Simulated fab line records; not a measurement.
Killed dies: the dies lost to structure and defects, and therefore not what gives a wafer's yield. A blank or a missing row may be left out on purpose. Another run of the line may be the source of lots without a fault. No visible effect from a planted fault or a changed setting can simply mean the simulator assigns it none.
fab line records | flow nand-harc
record lots=24 wafers=72 last-day=24
route steps=1159 shown A_STAIRCASE@625
lots that met no fault: taken from a fault-free run of the same line
start-h: start of the lot's first displayed wafer, in hours after the record's first day | wait-h: time in hours since the lot's previous step | " the same as in the row above | L1.1+2: a row that stands for several wafers | - value missing, or start not given | * or withheld: withheld | < > ~ a bound
route shown NAME@n: NAME is a module with steps in the file, n the number in the route of the first one | usual: mean/standard deviation taken from wafers without a fault | same: alike in all rows | chamber/n: place in a boat | sites: the reading at each site | _std_site: their standard deviation | _edge_site: outer sites' mean less inner sites' | radius-mm: how far each site lies from the wafer's centre | mask NAME#n: copy n | behind: tool/chamber where the wafer was last shaped | hold: why the lot was held/for how many hours/how that ended | device: whichever transistor did not switch (one of n, p or np) | end of line: the route-end tests of the same wafers | a step with no rows: only its recipe | killed: count of dies lost to structure and defects at first sort (not the wafer's yield) | map: shows each die of a wafer: x if killed, . if not, _ if none is there
set.NAME: the setting that was run; set.NAME@STEP: the one run at that earlier step | model.NAME: the simulator's own value behind a step, which no gauge read
a sample of lots followed through the steps of the route, with each step as a table and each wafer as a row
services: from which hour (start-h, from the record's first day; less than 0 if before it) a tool's chamber was out of use, for how many hours, and why
## steps
# step NHARC_A_STAIRCASE_TRIM_231
# recipe time-s=211.2 o2-flow-sccm=500 ar-flow-sccm=0 bias-w=0 chemistry=O2
# usual drypump-motor-current-A=5.5/0.3 oes-product-au=0.996/0.009 rf-vpp-V=57.8/0.82 showerhead-plenum-p-Torr=3.53/0.13 throttle-valve-pct=17.036/0.0099
# columns lot.wafer tool chamber start-h wait-h drypump-motor-current-A oes-product-au rf-hours-counter-h rf-vpp-V showerhead-plenum-p-Torr throttle-valve-pct
L075.3 rie-diel-08 1 - - 5.4 0.999 45 56.8 3.50 17.038
L075.4 " 3 " " 5.8 0.988 45 57.1 3.33 17.027
L075.6 " 2 " " 5.6 1.014 - 57.8 3.64 17.045
L074.1 rie-diel-01 1 - - 5.6 0.984 36 58.8 3.79 17.032
L074.4 " 2 " " 5.7 1.005 40 57.9 3.62 17.044
L074.6 " 3 " " 5.0 0.986 - 57.1 3.66 17.041
L077.3 rie-diel-01 3 - - 5.0 0.986 38 58.5 3.65 17.036
L077.1 " 0 " " 5.5 0.998 43 58.3 3.54 17.022
L077.4 " 1 " " 5.6 0.992 40 58.6 3.78 17.032
L076.3 rie-diel-08 1 - - 5.4 0.988 49 57.5 3.50 17.052
L076.6 " 1 " " 5.5 1.004 - 58.2 3.49 17.041
L076.5 " 2 " " 5.6 1.013 - 57.4 3.64 17.025
L078.4 rie-diel-09 2 - - 5.6 0.979 5 59.1 3.38 17.023
L078.5 " 3 " " 6.0 0.986 - 57.4 3.63 17.040
L078.6 " 0 " " 4.9 1.001 - 56.0 3.46 17.049
L079.1 rie-diel-01 3 - - 5.0 1.004 45 58.2 3.65 17.051
L079.5 " 2 " " 5.7 1.010 - 56.9 3.61 17.044
L079.6 " 3 " " 5.0 0.997 - 57.2 3.65 17.032
L080.3 rie-diel-01 2 - - 5.7 0.999 53 58.7 3.61 17.037
L080.4 " 3 " " 5.0 0.992 47 58.8 3.65 17.026
L080.2 " 0 " " 5.5 0.997 53 58.0 3.53 17.030
L081.1 rie-diel-01 3 - - 5.0 0.998 52 59.7 3.65 17.037
L081.5 " 2 " " 5.7 0.993 - 58.2 3.61 17.051
L081.6 " 3 " " 5.0 0.990 - 56.9 3.65 17.029
L082.1 rie-diel-01 3 - - 5.0 1.002 55 56.8 3.64 17.053
L082.4 " 0 " " 5.5 0.999 60 58.6 3.53 17.032
L082.5 " 3 " " 5.0 0.991 - 59.0 3.64 17.040
L084.3 rie-diel-09 0 - - 5.0 0.994 16 57.5 3.45 17.039
L084.2 " 3 " " 6.0 0.986 17 58.6 3.62 17.040
L084.4 " 0 " " 4.9 0.996 - 56.9 3.45 17.045
L083.1 rie-diel-09 2 - - 5.6 0.991 10 56.8 3.38 17.029
L083.3 " 1 " " 5.6 1.006 16 59.0 3.53 17.022
L083.5 " 3 " " 6.1 0.991 - 57.8 3.62 17.046
L087.4 rie-diel-09 1 - - 5.6 1.008 25 56.9 3.52 17.046
L087.1 " 2 " " 5.6 0.999 18 55.5 3.37 17.034
L087.2 " 0 " " 4.9 1.008 26 57.8 3.45 17.039
L085.3 rie-diel-08 0 - - 5.8 0.991 6 58.1 3.34 17.039
L085.2 " 1 " " 5.4 1.009 6 57.1 3.48 17.034
L085.5 " 0 " " 5.8 0.989 - 55.9 3.34 17.039
L086.2 rie-diel-08 3 - - 5.8 0.999 7 58.2 3.31 17.036
L086.5 " 3 " " 5.8 0.999 - 58.3 3.31 17.061
L086.6 " 0 " " 5.9 0.998 - 58.6 3.34 17.037
L089.4 rie-diel-08 3 - - 5.8 0.988 10 57.8 3.31 17.035
L089.2 " 2 " " 5.6 1.000 9 57.9 3.63 17.036
L089.5 " 0 " " 5.8 0.993 - 58.1 3.34 17.032
L088.1 rie-diel-08 3 - - 5.8 0.983 10 58.0 3.31 17.035
L088.4 " 0 " " 5.8 0.990 11 57.4 3.34 17.039
L088.2 " 1 " " 5.4 1.000 10 56.7 3.48 17.031
L091.3 rie-diel-09 3 - - 6.0 0.991 34 57.5 3.61 17.042
L091.6 " 1 " " 5.6 0.995 - 58.4 3.52 17.042
L091.5 " 2 " " 5.6 0.994 - 57.0 3.37 17.033
L090.3 rie-diel-01 2 - - 5.7 0.987 8 58.4 3.60 17.045
L090.1 " 1 " " 5.6 0.999 8 57.9 3.76 17.037
L090.5 " 0 " " 5.5 1.005 - 56.6 3.52 17.027
L092.1 rie-diel-09 1 - - 5.6 1.004 38 58.2 3.52 17.028
L092.4 " 2 " " 5.6 0.994 31 57.9 3.37 17.025
L092.3 " 3 " " 6.0 0.985 37 56.9 3.61 17.031
L093.4 rie-diel-01 1 - - 5.6 0.999 14 58.9 3.76 17.057
L093.1 " 0 " " 5.5 1.001 14 57.1 3.51 17.033
L093.6 " 1 " " 5.6 0.996 - 58.5 3.76 17.035
L096.4 rie-diel-01 2 - - 5.7 0.996 17 58.0 3.59 17.027
L096.1 " 1 " " 5.6 0.995 17 57.1 3.76 17.034
L096.6 " 3 " " 5.1 0.987 - 58.3 3.63 17.052
L094.2 rie-diel-09 1 - - 5.6 1.002 44 57.1 3.51 17.045
L094.1 " 2 " " 5.6 0.993 37 57.8 3.36 17.025
L094.5 " 1 " " 5.6 1.012 - 58.6 3.51 17.033
L095.3 rie-diel-08 0 - - 5.8 0.985 26 57.4 3.33 17.034
L095.6 " 1 " " 5.5 0.993 - 58.3 3.47 17.019
L095.5 " 3 " " 5.8 0.979 - 57.0 3.30 17.045
L097.4 rie-diel-09 0 - - 5.0 0.996 54 57.2 3.43 17.045
L097.3 " 1 " " 5.6 1.002 54 58.0 3.51 17.051
L097.5 " 1 " " 5.6 1.000 - 59.1 3.51 17.060
# step NHARC_A_STAIRCASE_ETCH_234
# recipe target-depth-a=1000 time-s=40.5 ion-energy-ev=400 c4f8-flow-sccm=20 o2-flow-sccm=10 ar-flow-sccm=withheld rf-w=600 bias-w=1000 chemistry=C4F8/O2
# usual oes-product-au=0.938/0.012 rf-vpp-V=896/5
# columns lot.wafer tool chamber start-h wait-h oes-product-au rf-hours-counter-h rf-vpp-V
L075.4 rie-diel-08 0 - - 0.921 40 890
L075.3 " 1 " " 0.933 46 895
L075.6 " 1 " " 0.939 - 894
L074.4 rie-diel-01 0 - - 0.930 39 896
L074.1 " 2 " " 0.949 40 898
L074.6 " 3 " " 0.923 - 900
L077.3 rie-diel-01 0 - - 0.963 43 895
L077.4 " 1 " " 0.951 40 907
L077.1 " 2 " " 0.954 44 898
L076.3 rie-diel-08 1 - - 0.930 51 893
L076.5 " 3 " " 0.909 - 890
L076.6 " 0 " " 0.923 - 889
L078.4 rie-diel-09 0 - - 0.962 5 894
L078.5 " 3 " " 0.920 - 900
L078.6 " 0 " " 0.963 - 894
L079.1 rie-diel-01 0 - - 0.956 50 897
L079.6 " 1 " " 0.954 - 905
L079.5 " 2 " " 0.943 - 899
L080.2 rie-diel-01 3 - - 0.941 47 900
L080.4 " 1 " " 0.936 50 905
L080.3 " 2 " " 0.934 53 899
L081.1 rie-diel-01 3 - - 0.930 53 899
L081.5 " 3 " " 0.928 - 901
L081.6 " 0 " " 0.943 - 896
L082.4 rie-diel-01 1 - - 0.947 58 905
L082.1 " 2 " " 0.942 61 898
L082.5 " 3 " " 0.945 - 901
L084.2 rie-diel-09 2 - - 0.961 10 891
L084.4 " 3 " " 0.915 18 899
L084.3 " 1 " " 0.931 16 896
L083.1 rie-diel-09 2 - - 0.924 10 890
L083.3 " 3 " " 0.933 19 900
L083.5 " 3 " " 0.929 - 901
L087.4 rie-diel-09 0 - - 0.937 26 892
L087.1 " 2 " " 0.929 18 892
L087.2 " 3 " " 0.941 27 900
L085.3 rie-diel-08 3 - - 0.928 7 888
L085.2 " 0 " " 0.932 7 888
L085.5 " 3 " " 0.930 - 887
L086.2 rie-diel-08 2 - - 0.953 7 900
L086.5 " 2 " " 0.955 - 899
L086.6 " 3 " " 0.940 - 887
L089.2 rie-diel-08 0 - - 0.921 11 890
L089.4 " 2 " " 0.920 9 898
L089.5 " 1 " " 0.922 - 894
L088.2 rie-diel-08 0 - - 0.921 11 888
L088.4 " 1 " " 0.937 11 895
L088.1 " 3 " " 0.933 11 889
L091.3 rie-diel-09 2 - - 0.951 27 890
L091.5 " 2 " " 0.950 - 890
L091.6 " 3 " " 0.933 - 899
L090.1 rie-diel-01 2 - - 0.937 8 900
L090.3 " 0 " " 0.942 8 895
L090.5 " 0 " " 0.951 - 896
L092.4 rie-diel-09 1 - - 0.931 38 895
L092.1 " 2 " " 0.938 31 889
L092.3 " 3 " " 0.937 38 899
L093.1 rie-diel-01 2 - - 0.943 14 899
L093.4 " 0 " " 0.958 14 896
L093.6 " 2 " " 0.944 - 897
L096.4 rie-diel-01 3 - - 0.948 9 899
L096.1 " 0 " " 0.943 18 895
L096.6 " 1 " " 0.951 - 903
L094.2 rie-diel-09 1 - - 0.937 44 895
L094.1 " 2 " " 0.918 37 891
L094.5 " 0 " " 0.935 - 892
L095.3 rie-diel-08 0 - - 0.937 26 888
L095.5 " 1 " " 0.944 - 895
L095.6 " 3 " " 0.924 - 887
L097.4 rie-diel-09 1 - - 0.931 55 894
L097.3 " 0 " " 0.956 54 894
L097.5 " 1 " " 0.942 - 895
# step NHARC_A_STAIRCASE_HM_DEP_456
# recipe target-thk-a=15000 temp-c=400 material=aC
# usual throttle-valve-pct=35.000/0.0083
# columns lot.wafer tool chamber start-h wait-h throttle-valve-pct
L075.3 acl-dep-02 0 248.79 - 34.999
L075.4 " 0 " " 35.007
L075.6 " 0 " " 35.000
L074.1 acl-dep-02 0 250.00 - 34.994
L074.4 " 0 " " 34.987
L074.6 " 0 " " 35.005
L077.1 acl-dep-03 0 263.83 - 34.996
L077.3 " 0 " " 34.983
L077.4 " 0 " " 35.004
L076.3 acl-dep-01 0 265.59 - 35.005
L076.5 " 0 " " 35.002
L076.6 " 0 " " 34.992
L078.4 acl-dep-02 0 281.01 - 35.018
L078.5 " 0 " " 34.981
L078.6 " 0 " " 34.999
L079.1 acl-dep-01 0 281.87 - 34.990
L079.5 " 0 283.10 - 34.999
L079.6 " 0 " " 35.008
L080.2 acl-dep-03 0 288.35 - 35.007
L080.3 " 0 " " 34.996
L080.4 " 0 " " 35.003
L081.1 acl-dep-02 0 299.18 - 35.012
L081.5 " 0 300.40 - 34.997
L081.6 " 0 " " 35.004
L082.1 acl-dep-02 0 302.90 - 34.990
L082.4 " 0 " " 34.999
L082.5 " 0 " " 34.999
L084.2 acl-dep-03 0 308.64 - 35.012
L084.3 " 0 " " 35.006
L084.4 " 0 " " 35.000
L083.1 acl-dep-02 0 308.65 - 34.991
L083.3 " 0 " " 34.989
L083.5 " 0 " " 35.006
L087.1 acl-dep-02 0 330.74 - 35.002
L087.2 " 0 " " 35.008
L087.4 " 0 " " 35.005
L085.2 acl-dep-01 0 331.53 - 35.007
L085.3 " 0 " " 35.000
L085.5 " 0 " " 35.003
L086.2 acl-dep-03 0 331.80 - 35.009
L086.5 " 0 " " 35.009
L086.6 " 0 " " 34.996
L089.2 acl-dep-03 0 339.03 - 34.998
L089.4 " 0 " " 34.997
L089.5 " 0 " " 34.998
L088.1 acl-dep-02 0 339.47 - 35.002
L088.2 " 0 " " 35.005
L088.4 " 0 " " 35.003
L091.3 acl-dep-01 0 348.30 - 35.000
L091.5 " 0 " " 35.007
L091.6 " 0 " " 34.999
L090.1 acl-dep-01 0 349.54 - 34.996
L090.3 " 0 " " 35.011
L090.5 " 0 " " 34.993
L092.1 acl-dep-03 0 363.81 - 34.987
L092.3 " 0 " " 35.008
L092.4 " 0 " " 35.004
L093.1 acl-dep-01 0 370.29 - 34.994
L093.4 " 0 " " 35.006
L093.6 " 0 " " 35.001
L096.1 acl-dep-02 0 374.50 - 34.991
L096.4 " 0 " " 35.013
L096.6 " 0 " " 34.994
L094.1 acl-dep-03 0 375.57 - 34.986
L094.2 " 0 " " 34.998
L094.5 " 0 " " 34.999
L095.3 acl-dep-02 0 380.17 - 34.994
L095.5 " 0 " " 35.012
L095.6 " 0 " " 35.002
L097.3 acl-dep-03 0 398.90 - 35.006
L097.4 " 0 " " 35.010
L097.5 " 0 " " 34.995
# step NHARC_A_STAIRCASE_ETCH_453
# recipe target-depth-a=300 overetch-a=30 time-s=16.5 ion-energy-ev=100 cf4-flow-sccm=80 o2-flow-sccm=20 ar-flow-sccm=0 rf-w=300 bias-w=100 chemistry=CF4/O2
# usual drypump-motor-current-A=5.59/0.25 oes-product-au=0.994/0.009 rf-vpp-V=197.2/1.2 showerhead-plenum-p-Torr=1.31/0.047 throttle-valve-pct=13.397/0.0091
# columns lot.wafer tool chamber start-h wait-h drypump-motor-current-A oes-product-au rf-hours-counter-h rf-vpp-V showerhead-plenum-p-Torr throttle-valve-pct
L075.4 rie-diel-08 0 - - 5.76 0.988 43 196.5 1.27 13.407
L075.3 " 1 " " 5.42 0.991 49 198.4 1.32 13.397
L075.6 " 0 " " 5.78 0.989 - 196.8 1.27 13.394
L074.4 rie-diel-08 0 - - 5.77 0.985 43 196.2 1.27 13.389
L074.1 " 1 " " 5.43 1.001 49 196.6 1.32 13.403
L074.6 " 2 " " 5.57 1.023 - 198.4 1.38 13.401
L077.1 rie-diel-08 1 - - 5.41 0.993 55 197.7 1.32 13.401
L077.3 " 3 " " 5.78 0.982 54 196.6 1.25 13.392
L077.4 " 0 " " 5.81 0.964 48 195.4 1.27 13.382
L076.3 rie-diel-09 2 - - 5.60 1.008 4 196.7 1.28 13.400
L076.6 " 1 " " 5.58 0.993 - 198.3 1.34 13.398
L076.5 " 2 " " 5.60 0.999 - 195.6 1.28 13.393
L078.4 rie-diel-09 1 - - 5.59 0.993 10 197.3 1.34 13.396
L078.6 " 1 " " 5.56 0.999 - 197.8 1.34 13.388
L078.5 " 2 " " 5.59 1.008 - 196.6 1.28 13.393
L079.1 rie-diel-08 3 - - 5.78 0.981 64 195.3 1.25 13.385
L079.5 " 3 " " 5.77 0.998 - 197.2 1.25 13.396
L079.6 " 0 " " 5.77 0.984 - 195.6 1.26 13.388
L080.2 rie-diel-08 1 - - 5.42 0.995 68 198.7 1.32 13.412
L080.3 " 0 " " 5.81 0.984 61 195.9 1.26 13.402
L080.4 " 0 " " 5.81 0.975 - 198.2 1.26 13.388
L081.1 rie-diel-09 3 - - 6.03 0.983 20 198.6 1.37 13.406
L081.5 " 1 " " 5.58 0.995 - 196.9 1.34 13.399
L081.6 " 2 " " 5.62 0.996 - 196.5 1.28 13.417
L082.4 rie-diel-08 0 - - 5.80 1.002 1 195.6 1.26 13.394
L082.1 " 1 " " 5.43 0.999 1 199.1 1.32 13.396
L082.5 " 0 " " 5.78 0.989 - 197.5 1.26 13.400
L084.2 rie-diel-09 1 - - 5.58 0.996 21 198.5 1.33 13.398
L084.4 " 2 " " 5.60 0.985 14 197.7 1.27 13.412
L084.3 " 3 " " 6.02 0.983 22 199.0 1.37 13.392
L083.1 rie-diel-08 0 - - 5.80 0.983 3 196.4 1.26 13.411
L083.3 " 1 " " 5.43 0.999 3 196.9 1.32 13.407
L083.5 " 1 " " 5.43 1.003 - 197.8 1.32 13.406
L087.4 rie-diel-08 2 - - 5.55 0.998 11 198.2 1.37 13.395
L087.2 " 3 " " 5.77 1.001 11 196.3 1.25 13.403
L087.1 " 1 " " 5.39 1.011 12 197.7 1.32 13.403
L085.3 rie-diel-08 3 - - 5.77 0.997 11 197.2 1.25 13.387
L085.2 " 0 " " 5.79 0.994 13 197.3 1.26 13.398
L085.5 " 1 " " 5.44 1.000 - 199.3 1.31 13.393
L086.2 rie-diel-08 1 - - 5.43 1.000 13 197.1 1.31 13.389
L086.6 " 0 " " 5.78 0.990 - 197.2 1.26 13.409
L086.5 " 1 " " 5.42 0.994 - 198.0 1.31 13.399
L089.2 rie-diel-09 0 - - 4.94 1.013 33 198.5 1.30 13.402
L089.4 " 2 " " 5.61 1.006 27 197.2 1.27 13.400
L089.5 " 3 " " 6.04 0.998 - 198.5 1.37 13.384
L088.4 rie-diel-08 1 - - 5.41 1.005 15 197.4 1.31 13.390
L088.1 " 2 " " 5.55 1.012 14 198.1 1.37 13.425
L088.2 " 3 " " 5.78 0.999 14 194.2 1.25 13.399
L091.3 rie-diel-08 3 - - 5.77 0.988 18 196.4 1.25 13.393
L091.6 " 1 " " 5.43 0.991 - 197.0 1.31 13.395
L091.5 " 2 " " 5.57 0.999 - 198.5 1.37 13.392
L090.1 rie-diel-08 0 - - 5.79 0.983 19 195.9 1.26 13.421
L090.3 " 1 " " 5.43 0.988 20 197.9 1.31 13.402
L090.5 " 3 " " 5.76 0.981 - 195.5 1.25 13.394
L092.1 rie-diel-08 3 - - 5.76 0.988 24 195.6 1.25 13.397
L092.3 " 0 " " 5.79 0.988 25 196.3 1.26 13.393
L092.4 " 1 " " 5.44 1.006 - 196.1 1.31 13.394
L093.4 rie-diel-01 0 - - 5.45 0.984 22 197.5 1.33 13.403
L093.1 " 2 " " 5.68 0.993 21 198.2 1.36 13.388
L093.6 " 3 " " 5.00 0.985 - 197.3 1.38 13.405
L096.1 rie-diel-09 1 - - 5.58 1.000 51 198.2 1.33 13.382
L096.4 " 3 " " 6.03 0.987 49 199.5 1.36 13.401
L096.6 " 2 " " 5.61 0.997 - 196.7 1.27 13.392
L094.2 rie-diel-09 2 - - 5.61 0.988 44 195.1 1.27 13.394
L094.1 " 3 " " 6.05 0.975 50 198.2 1.36 13.397
L094.5 " 2 " " 5.59 0.987 - 197.1 1.27 13.395
L095.3 rie-diel-01 1 - - 5.61 1.003 22 196.9 1.43 13.404
L095.5 " 3 " " 5.00 0.991 - 198.6 1.38 13.401
L095.6 " 0 " " 5.48 0.999 - 198.2 1.33 13.396
L097.3 rie-diel-08 3 - - 5.76 0.982 41 198.2 1.24 13.402
L097.4 " 0 " " 5.76 0.995 41 196.7 1.25 13.400
L097.5 " 2 " " 5.54 0.996 - 198.6 1.37 13.392
# step NHARC_A_STAIRCASE_ALD_420
# recipe target-thk-a=200 pulse-time-s=6 ald-cycles=200 temp-c=300 material=SiO2
# usual heater-power-w=487/52 precursor-pulse-height-rel=1.003/0.019
# columns lot.wafer tool chamber start-h wait-h heater-power-w precursor-pulse-height-rel since-wet-clean-h
L075.3 ald-hk-04 1 265.05 - 598 0.986 69
L075.4 " 2 " " 509 0.995 69
L075.6 " 2 " " 493 0.979 -
L074.1 ald-hk-02 3 265.06 - 498 0.992 151
L074.4 " 1 " " 395 0.996 151
L074.6 " 3 " " 485 0.998 -
L077.4 ald-hk-03 2 280.36 - 559 1.001 126
L077.3 " 3 " " 432 0.955 126
L077.1 " 0 " " 492 1.002 126
L076.3 ald-hk-04 3 280.85 0.7 520 0.996 85
L076.5 " 3 " " 499 0.983 -
L076.6 " 0 " " 484 1.019 -
L079.1 ald-hk-03 3 298.81 - 441 1.016 144
L079.5 " 2 " " 567 1.010 -
L079.6 " 3 " " 453 1.033 -
L078.4 ald-hk-04 3 298.85 0.3 524 1.037 103
L078.6 " 2 " " 509 1.023 -
L078.5 " 3 " " 519 0.969 -
L080.3 ald-hk-03 0 309.79 - 464 0.983 155
L080.2 " 1 " " 445 0.998 156
L080.4 " 2 " " 564 1.012 156
L081.1 ald-hk-03 3 319.61 - 450 0.994 165
L081.6 " 2 " " 567 0.997 -
L081.5 " 3 " " 436 1.000 -
L082.1 ald-hk-03 3 320.53 - 459 1.013 166
L082.4 " 0 " " 477 1.007 166
L082.5 " 3 " " 450 0.995 -
L084.3 ald-hk-02 3 327.47 - 471 0.998 35
L084.4 " 0 " " 465 1.026 35
L084.2 " 2 " " 406 1.035 36
L083.1 ald-hk-04 2 327.48 - 509 0.995 132
L083.3 " 3 " " 518 0.978 132
L083.5 " 3 " " 518 1.003 -
L087.2 ald-hk-03 1 346.67 - 451 0.967 14
L087.4 " 2 " " 559 0.997 14
L087.1 " 3 " " 457 1.003 15
L085.2 ald-hk-03 3 347.46 - 456 0.965 15
L085.3 " 2 " " 550 0.999 16
L085.5 " 3 " " 460 1.006 -
L086.2 ald-hk-02 3 349.93 - 461 0.988 58
L086.5 " 3 " " 469 0.991 -
L086.6 " 0 " " 452 1.031 -
L088.4 ald-hk-02 1 355.38 - 385 0.974 63
L088.1 " 2 " " 399 1.001 63
L088.2 " 0 " " 454 0.979 64
L089.4 ald-hk-04 3 355.39 - 520 1.006 160
L089.2 " 0 " " 483 1.000 160
L089.5 " 3 " " 519 1.004 -
L091.3 ald-hk-02 1 364.68 - 382 1.043 72
L091.6 " 0 " " 472 0.973 -
L091.5 " 1 " " 377 1.016 -
L090.3 ald-hk-03 2 368.18 - 573 1.001 36
L090.1 " 3 " " 453 1.001 36
L090.5 " 2 " " 567 1.018 -
L092.1 ald-hk-04 3 381.87 - 532 1.021 8
L092.4 " 0 " " 470 1.038 8
L092.3 " 2 " " 511 1.004 9
L093.1 ald-hk-02 2 388.63 - 408 0.998 96
L093.4 " 3 " " 470 1.029 96
L093.6 " 2 " " 402 0.992 -
L094.2 ald-hk-03 2 392.47 - 562 1.010 60
L094.1 " 0 " " 480 1.044 61
L094.5 " 2 " " 543 0.991 -
L096.1 ald-hk-04 3 393.10 1.0 519 1.004 19
L096.4 " 0 " " 469 1.004 20
L096.6 " 0 " " 481 1.028 -
L095.3 ald-hk-04 0 396.88 - 482 1.011 23
L095.6 " 0 " " 457 1.011 -
L095.5 " 1 " " 555 1.013 -
L097.3 ald-hk-04 3 416.92 - 533 1.010 43
L097.4 " 0 " " 469 0.982 43
L097.5 " 2 " " 512 1.001 -
# step NHARC_A_STAIRCASE_DEP_151
# recipe target-thk-a=38000 temp-c=400 target-thk-nm=3800 teos-flow-sccm=200 rf-w=500 material=SiO2
# usual heater-power-w=649/83
# columns lot.wafer tool chamber start-h wait-h heater-power-w since-wet-clean-h
L075.3 pecvd-04 1 273.31 0.4 730 65
L075.4 " 1 " " 668 -
L075.6 " 2 " " 564 -
L074.1 pecvd-03 0 273.50 0.6 658 149
L074.6 " 2 " " 524 -
L074.4 " 0 " " 570 -
L077.1 pecvd-01 0 288.56 0.5 599 38
L077.3 " 1 " " 742 39
L077.4 " 1 " " 607 -
L076.3 pecvd-03 2 288.67 0.6 604 165
L076.6 " 0 " " 558 -
L076.5 " 1 " " 674 -
L079.1 pecvd-04 0 307.07 0.6 835 99
L079.5 " 1 " " 668 -
L079.6 " 2 " " 572 -
L078.5 pecvd-03 2 307.17 0.7 521 -
L078.6 " 0 " " 567 -
L078.4 " 1 " " 678 -
L080.3 pecvd-01 0 319.00 0.4 538 69
L080.2 " 2 " " 614 69
L080.4 " 0 " " 562 -
L081.1 pecvd-01 2 327.93 0.4 680 78
L081.5 " 2 " " 573 -
L081.6 " 0 " " 537 -
L082.1 pecvd-04 0 327.93 0.4 691 120
L082.4 " 0 " " 683 -
L082.5 " 1 " " 672 -
L083.1 pecvd-01 1 337.85 0.4 591 88
L083.3 " 0 " " 665 88
L083.5 " 2 " " 583 -
L084.2 pecvd-04 2 337.94 0.5 636 130
L084.3 " 0 " " 718 130
L084.4 " 2 " " 559 -
L087.1 pecvd-01 1 354.83 0.4 710 105
L087.2 " 0 " " 616 105
L087.4 " 2 " " 580 -
L085.2 pecvd-03 0 355.00 0.6 694 50
L085.3 " 2 " " 538 -
L085.5 " 2 " " 539 -
L086.2 pecvd-04 0 358.24 0.4 783 150
L086.6 " 1 " " 644 -
L086.5 " 2 " " 562 -
L088.2 pecvd-04 0 363.66 0.4 828 156
L088.1 " 1 " " 746 156
L088.4 " 2 " " 562 -
L089.2 pecvd-03 1 363.77 0.5 803 59
L089.5 " 0 " " 569 -
L089.4 " 1 " " 678 -
L091.3 pecvd-04 2 372.94 0.5 678 165
L091.5 " 1 " " 666 -
L091.6 " 2 " " 567 -
L090.3 pecvd-03 2 376.22 0.4 625 71
L090.1 " 1 " " 761 71
L090.5 " 2 " " 539 -
L092.3 pecvd-01 1 390.13 0.4 730 140
L092.1 " 2 " " 693 140
L092.4 " 1 " " 590 -
L093.1 pecvd-03 1 398.43 0.4 803 93
L093.4 " 1 " " 683 -
L093.6 " 0 " " 566 -
L096.1 pecvd-01 1 401.74 0.4 665 152
L096.4 " 1 " " 592 -
L096.6 " 1 " " 614 -
L094.1 pecvd-04 2 401.80 0.5 679 13
L094.2 " 1 " " 832 13
L094.5 " 2 " " 576 -
L095.3 pecvd-04 2 405.20 0.4 721 16
L095.5 " 0 " " 673 -
L095.6 " 1 " " 647 -
L097.3 pecvd-03 0 425.05 0.6 589 120
L097.5 " 1 " " 672 -
L097.4 " 0 " " 576 -
## services
# columns tool chamber start-h hours kind
acl-dep-03 - 223.97 13.0 pm
rie-diel-08 0 232.05 - clean
rie-diel-08 1 232.05 - clean
rie-diel-08 2 232.05 - clean
pecvd-01 - 237.21 13.0 pm
rie-diel-09 - 245.02 0.4 repair
pecvd-04 2 250.01 4.5 repair
rie-diel-09 - 254.44 9.0 pm
rie-diel-09 2 278.74 10.0 repair
pecvd-03 - 292.26 13.0 pm
acl-dep-01 - 293.91 13.0 pm
rie-diel-09 2 295.60 8.1 repair
rie-diel-08 - 301.88 9.0 pm
rie-diel-01 2 306.60 9.9 repair
rie-diel-01 - 314.80 9.0 pm
rie-diel-01 3 331.80 21.5 repair
acl-dep-02 - 351.55 13.0 pm
ald-hk-04 - 364.03 10.0 pm
ald-hk-03 - 364.21 0.8 repair
pecvd-04 - 376.00 13.0 pm
pecvd-01 2 401.50 17.3 repair
rie-diel-01 1 402.50 4.2 repair
acl-dep-03 - 405.61 13.0 pm
pecvd-01 - 418.21 13.0 pm
## key
fault none
